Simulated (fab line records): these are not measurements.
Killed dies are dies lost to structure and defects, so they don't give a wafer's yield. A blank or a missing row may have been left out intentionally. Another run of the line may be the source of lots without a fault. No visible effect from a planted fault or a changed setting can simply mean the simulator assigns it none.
Lot-split experiment	flow n5 finfet	on a route of 1938 steps: 7 lots, 21 wafers read

== THE SPLIT ==
At N5_FIN_SAQP_ETCH_64 (etches SiO2 in CF4, target depth 1.5 nm), the setting bias w was moved away from the recipe's 400 W on 5 of the 21 wafers read, by -17.1% to +14.1%. For the rest of the wafers, this setting stayed at what the recipe calls for.

Reading taken at the split's own step.

== THE READING ==
etch.depth nm (the simulator's own value, which no gauge read), in nm, at N5_FIN_SAQP_ETCH_64 (etches SiO2 in CF4, target depth 1.5 nm). There is no usual value for it anywhere in the file. Here, 16 wafers ran the recipe; their average is 1.495 nm with a standard deviation of 0.017 nm.

wafer	tool, chamber at the split	bias w as run, W	against the recipe	etch.depth nm, nm	against lot-mates on the recipe
L077.2	rie si-01, 3	400	recipe	1.455	-
L077.4	rie si-01, 2	400	recipe	1.493	-
L077.6	rie si-01, 1	400	recipe	1.501	-
L079.1	rie si-05, 1	331.6	-17.1%	1.398	-0.107
L079.3	rie si-05, 0	400	recipe	1.505	-
L079.6	rie si-05, 3	331.6	-17.1%	1.393	-0.112
L081.4	rie si-05, 1	400	recipe	1.489	-
L081.5	rie si-05, 0	456.3	+14.1%	1.57	+0.081
L081.6	rie si-05, 1	456.3	+14.1%	1.547	+0.058
L083.2	rie si-02, 0	400	recipe	1.51	-
L083.3	rie si-02, 1	400	recipe	1.479	-
L083.6	rie si-02, 3	400	recipe	1.488	-
L086.1	rie si-02, 2	355	-11.3%	1.431	-0.052
L086.4	rie si-02, 2	400	recipe	1.472	-
L086.6	rie si-02, 0	400	recipe	1.495	-
L088.1	rie si-05, 3	400	recipe	1.498	-
L088.3	rie si-05, 0	400	recipe	1.517	-
L088.6	rie si-05, 1	400	recipe	1.485	-
L092.2	rie si-01, 1	400	recipe	1.527	-
L092.4	rie si-01, 0	400	recipe	1.491	-
L092.5	rie si-01, 2	400	recipe	1.51	-

THE FIT
A straight line over all 21 wafers: etch.depth nm changes by +0.0053 nm for each +1% of bias w; r = +0.92; the points scatter about the line by 0.017 nm.
The same after taking each lot's own level away (the mean of its wafers on the recipe; 21 wafers): +0.00565 nm for each +1%; r = +0.95; scatter 0.015 nm.
According to that fit, moving bias w by its largest amount changes the reading by 0.097 nm.
The lots' own levels span 1.4830 to 1.5093 nm, that is 1.5 times the standard deviation above.
Consequently the slope shifts little with the lot-to-lot level, the two slopes agreeing.
Check: -0.0948 nm against its lot-mates is what the line predicts for one of the wafers moved furthest among these (-17.1%) when that wafer is left out of the fit. It came out at -0.107 nm against them.

== THE OTHER SPLITS THESE WAFERS WENT THROUGH ==
Note: prior to the reading, these wafers also went through further splits. Each is held against what the fit with the lots' levels taken away leaves over:
other split on the same wafers	wafers away from the commonest value	r with etch.depth nm (lot level and that fit taken away)
N5_WELL_APT_EXPOSE_22 dose mj	7	-0.46
N5_WELL_APT_PEB_23 peb temp c	8	-0.02
N5_WELL_APT_DESCUM_30 time s	3	-0.23
N5_PMOS_HMC_CHANNEL_EPI_HM_DEP_34 time s	6	+0.14

== THE FILE'S OWN FIT ==
etch.depth nm changes by +0.00555 nm for each +1% of bias w, r = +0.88.
